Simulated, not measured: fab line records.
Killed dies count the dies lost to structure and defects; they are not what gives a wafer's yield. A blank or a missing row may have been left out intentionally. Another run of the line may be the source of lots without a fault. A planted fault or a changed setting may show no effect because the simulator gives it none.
fab line records	flow nandHarc	part 2 of 2: steps 30 to 43 of 43
[record] lots = 5	wafers = 15	lastDay = 30
route steps=1302 shown P_ZERO_WELL@44 P_STI@69
lots that met no fault: taken from a fault-free run of the same line
startH: the number of hours between the record's first day and the start of the first shown wafer of the lot	waitH: time in hours since the lot's previous step	" unchanged from the row above	L1.1+2: several wafers, shown together as one row	- no value, or no start given	* or withheld: withheld	< > ~ a bound
route shown NAME@n: names a module that has steps shown in the file, with the first one's number in the route	usual: the fault-free wafers' mean and standard deviation	same: alike in all rows	chamber/n: place in a boat	sites: the reading at each site	_std_site: the values' standard deviation	_edge_site: outer sites' mean less inner sites'	radiusMm: how far each site lies from the wafer's centre	mask NAME#n: copy n	behind: the most recent tool/chamber to have shaped the wafer	hold: cause of the lot's hold/its duration in hours/its outcome	device: the n, p or np transistor that did not switch	end of line: tests of these same wafers at the route's end	a step without rows: its recipe alone	killed: at the first sort, the dies lost to defects and structure; wafer yield is something else	map: per-die view of a wafer (x killed, . not killed, _ where there is no die)
set.NAME: the run value of the setting; set.NAME@STEP: its run value at that earlier step	model.NAME: the simulator's own value behind a step, which no gauge read
lots seen at some steps along the route; tables by step, rows by wafer
services: the hour from which a tool's chamber was out of use, counted from the record's first day as startH (under 0 if before that day), plus the number of hours and why
[[steps]]
[step NHARC_P_STI_HM_DEP_30]
[recipe] targetThkA = 800	tempC = 790	pressureMtorr = 300	timeS = 873	material = Si3N4
lot.wafer	tool	chamber	startH	waitH
L075.1+2+5	lpcvd-02	0	50.85	4.9
L077.1+5+6	lpcvd-01	1	69.05	3.5
L079.2+5+6	lpcvd-02	0	90.33	3.5
L084.1+4+6	lpcvd-02	0	139.65	3.5
L091.2+3+4	lpcvd-01	0	210.70	3.5
[step NHARC_P_STI_DEHYDRATE_01]
[recipe] tempC = 150	timeS = 120
[usual] plateTempC = 149.99/0.14
lot.wafer	tool	chamber	startH	waitH	plateTempC
L075.1	lithoTrack-07	0	54.49	0.4	150.09
L075.2	"	0	"	"	149.95
L075.5	"	0	"	"	150.06
L077.1	lithoTrack-03	0	72.72	0.4	150.07
L077.5	"	0	"	"	149.98
L077.6	"	0	"	"	150.18
L079.2	lithoTrack-07	0	94.01	0.4	150.07
L079.5	"	0	"	"	149.89
L079.6	"	0	"	"	149.88
L084.1	lithoTrack-03	0	143.33	0.4	149.97
L084.4	"	0	"	"	149.74
L084.6	"	0	"	"	150.11
L091.2	lithoTrack-02	0	214.36	0.4	150.23
L091.3	"	0	"	"	150.11
L091.4	"	0	"	"	150.50
[step NHARC_P_STI_HMDS_02]
[recipe] timeS = 30
lot.wafer	tool	chamber	startH	waitH
L075.1+2+5	lithoTrack-07	0	-	-
L077.1+5+6	lithoTrack-03	0	-	-
L079.2+5+6	lithoTrack-07	0	-	-
L084.1+4+6	lithoTrack-03	0	-	-
L091.2+3+4	lithoTrack-02	0	-	-
[step NHARC_P_STI_COAT_41]
[recipe] tempC = 200	timeS = 65
[usual] plateTempC = 199.99/0.15
lot.wafer	tool	chamber	startH	waitH	plateTempC
L075.1	lithoTrack-07	0	-	-	199.87
L075.2	"	0	"	"	199.90
L075.5	"	0	"	"	199.93
L077.1	lithoTrack-03	0	-	-	200.28
L077.5	"	0	"	"	200.09
L077.6	"	0	"	"	199.83
L079.2	lithoTrack-07	0	-	-	199.94
L079.5	"	0	"	"	200.19
L079.6	"	0	"	"	200.23
L084.1	lithoTrack-03	0	-	-	199.85
L084.4	"	0	"	"	200.08
L084.6	"	0	"	"	200.19
L091.2	lithoTrack-02	0	-	-	200.20
L091.3	"	0	"	"	199.96
L091.4	"	0	"	"	199.95
[step NHARC_P_STI_COAT_03]
[recipe] spinRpm = 2000	resistThkNm = 600
lot.wafer	tool	chamber	startH	waitH
L075.1+2+5	lithoTrack-07	0	-	-
L077.1+5+6	lithoTrack-03	0	-	-
L079.2+5+6	lithoTrack-07	0	-	-
L084.1+4+6	lithoTrack-03	0	-	-
L091.2+3+4	lithoTrack-02	0	-	-
[step NHARC_P_STI_SOFTBAKE_04]
[recipe] tempC = 125	timeS = 70
[usual] plateTempC = 125.01/0.15
lot.wafer	tool	chamber	startH	waitH	plateTempC
L075.1	lithoTrack-07	0	-	-	125.00
L075.2	"	0	"	"	124.84
L075.5	"	0	"	"	124.88
L077.1	lithoTrack-03	0	-	-	124.77
L077.5	"	0	"	"	125.18
L077.6	"	0	"	"	124.83
L079.2	lithoTrack-07	0	-	-	124.96
L079.5	"	0	"	"	125.20
L079.6	"	0	"	"	125.29
L084.1	lithoTrack-03	0	-	-	124.99
L084.4	"	0	"	"	124.94
L084.6	"	0	"	"	124.72
L091.2	lithoTrack-02	0	-	-	125.41
L091.3	"	0	"	"	125.36
L091.4	"	0	"	"	124.87
[step NHARC_P_STI_EBR_05]
lot.wafer	tool	chamber	startH	waitH
L075.1+2+5	lithoTrack-07	0	-	-
L077.1+5+6	lithoTrack-03	0	-	-
L079.2+5+6	lithoTrack-07	0	-	-
L084.1+4+6	lithoTrack-03	0	-	-
L091.2+3+4	lithoTrack-02	0	-	-
[step NHARC_P_STI_EXPOSE_06]
[recipe] na = 0.55	targetCdNm = 200	doseMj = 37.69	maskId = P_STI
lot.wafer	tool	chamber	startH	waitH	mask
L075.1+2+5	krfScanner-04	0	54.66	-	P_STI#0
L077.1+5+6	krfScanner-01	0	72.88	-	P_STI#0
L079.2+5+6	krfScanner-03	0	94.31	-	P_STI#0
L084.1+4+6	krfScanner-03	0	143.62	-	P_STI#0
L091.2+3+4	krfScanner-01	0	214.53	-	P_STI#0
[step NHARC_P_STI_PEB_07]
[recipe] pebTempC = 128	pebTimeS = 80
[usual] plateTempC = 128.03/0.15
lot.wafer	tool	chamber	startH	waitH	plateTempC
L075.1	lithoTrack-03	0	54.72	0.1	127.90
L075.2	"	0	"	"	128.16
L075.5	"	0	"	"	127.88
L077.1	lithoTrack-07	0	72.95	0.1	128.18
L077.5	"	0	"	"	128.38
L077.6	"	0	"	"	128.31
L079.2	lithoTrack-03	0	94.37	0.1	128.15
L079.5	"	0	"	"	128.28
L079.6	"	0	"	"	128.07
L084.1	lithoTrack-02	0	143.69	0.1	128.14
L084.4	"	0	"	"	127.93
L084.6	"	0	"	"	128.12
L091.2	lithoTrack-07	0	214.59	0.1	128.05
L091.3	"	0	"	"	128.13
L091.4	"	0	"	"	127.94
[step NHARC_P_STI_DEVELOP_08]
[recipe] timeS = 50	devTempC = 22
lot.wafer	tool	chamber	startH	waitH
L075.1+2+5	lithoTrack-03	0	-	-
L077.1+5+6	lithoTrack-07	0	-	-
L079.2+5+6	lithoTrack-03	0	-	-
L084.1+4+6	lithoTrack-02	0	-	-
L091.2+3+4	lithoTrack-07	0	-	-
[step NHARC_P_STI_CD_MEAS_09]
[recipe] targetCdNm = 200	landingEnergyEv = 500
[usual] cdNm = 199/3.1
[same] landingEnergyEv = 500
lot.wafer	tool	chamber	startH	waitH	cdNm
L075.1	cdSem-01	0	54.81	-	196
L075.2	"	0	"	"	195
L075.5	"	0	"	"	198
L077.1	cdSem-03	0	73.04	-	201
L077.5	"	0	"	"	197
L077.6	"	0	"	"	197
L079.2	cdSem-03	0	94.46	-	197
L079.5	"	0	"	"	196
L079.6	"	0	"	"	194
L084.1	cdSem-02	0	143.77	-	199
L084.4	"	0	"	"	204
L084.6	"	0	"	"	200
L091.2	cdSem-02	0	214.68	-	202
L091.3	"	0	"	"	204
L091.4	"	0	"	"	197
[step NHARC_P_STI_OVL_MEAS_10]
[usual] overlayXNm = -2/6.3	overlayYNm = 2/5.6
lot.wafer	tool	chamber	startH	waitH	overlayXNm	overlayYNm
L075.1	overlay-01	-	54.90	-	9	-2
L075.2	"	-	"	"	9	-3
L075.5	"	-	"	"	9	-3
L077.1	overlay-02	-	73.13	-	3	-4
L077.5	"	-	"	"	3	-4
L077.6	"	-	"	"	2	-4
L079.2	overlay-02	-	94.54	-	-7	9
L079.5	"	-	"	"	-6	8
L079.6	"	-	"	"	-6	9
L084.1	overlay-01	-	143.86	-	-14	-4
L084.4	"	-	"	"	-15	-5
L084.6	"	-	"	"	-14	-5
L091.2	overlay-02	-	214.76	-	2	6
L091.3	"	-	"	"	3	6
L091.4	"	-	"	"	2	6
[step NHARC_P_STI_INSPECT_11]
[usual] rawDefectCount = 6/3.1
lot.wafer	tool	chamber	startH	waitH	rawDefectCount
L075.1	defectInspect-02	-	54.93	0.0	8
L075.2	"	-	"	"	8
L075.5	"	-	"	"	9
L077.1	defectInspect-01	-	73.16	0.0	2
L077.5	"	-	"	"	10
L077.6	"	-	"	"	5
L079.2	defectInspect-01	-	94.58	0.0	4
L079.5	"	-	"	"	8
L079.6	"	-	"	"	5
L084.1	defectInspect-02	-	143.90	0.0	14
L084.4	"	-	"	"	14
L084.6	"	-	"	"	2
L091.2	defectInspect-02	-	214.80	0.0	6
L091.3	"	-	"	"	6
L091.4	"	-	"	"	11
[step NHARC_P_STI_HARDBAKE_13]
[recipe] tempC = 118	timeS = 65
[usual] plateTempC = 118.04/0.13
lot.wafer	tool	chamber	startH	waitH	plateTempC
L075.1	lithoTrack-03	0	54.99	0.1	118.22
L075.2	"	0	"	"	118.17
L075.5	"	0	"	"	118.14
L077.1	lithoTrack-07	0	73.22	0.1	117.85
L077.5	"	0	"	"	117.93
L077.6	"	0	"	"	117.86
L079.2	lithoTrack-07	0	94.64	0.1	117.97
L079.5	"	0	"	"	118.06
L079.6	"	0	"	"	118.13
L084.1	lithoTrack-03	0	143.95	0.1	118.15
L084.4	"	0	"	"	118.25
L084.6	"	0	"	"	118.23
L091.2	lithoTrack-03	0	214.86	0.1	118.12
L091.3	"	0	"	"	118.06
L091.4	"	0	"	"	118.14
[[services]]
tool	chamber	startH	hours	kind
wetBench-03	-	16.71	0.9	repair
rieDiel-01	-	26.96	9.0	pm
wetBench-03	-	34.43	8.0	pm
rieDiel-02	-	39.71	9.0	pm
krfScanner-03	-	46.14	5.0	repair
implanter-01	-	49.61	3.0	repair
rieDiel-02	3	49.85	4.1	repair
krfScanner-03	-	52.00	4.0	pm
lithoTrack-02	-	52.00	7.0	pm
rieDiel-02	0	57.60	10.1	repair
rieDiel-01	3	65.87	24.8	repair
wetBench-02	-	68.00	8.0	pm
rieDiel-02	3	70.76	20.3	repair
lithoTrack-07	-	76.00	7.0	pm
krfScanner-03	-	82.59	2.0	repair
rieDiel-01	1	98.51	6.8	repair
lithoTrack-03	-	100.00	7.0	pm
wetBench-01	-	101.60	8.0	pm
lithoTrack-05	-	124.00	7.0	pm
implanter-02	-	146.00	13.0	pm
rieDiel-01	3	163.66	8.1	repair
wetBench-09	-	176.80	8.0	pm
implanter-01	-	182.44	0.5	repair
wetBench-03	-	210.43	8.0	pm
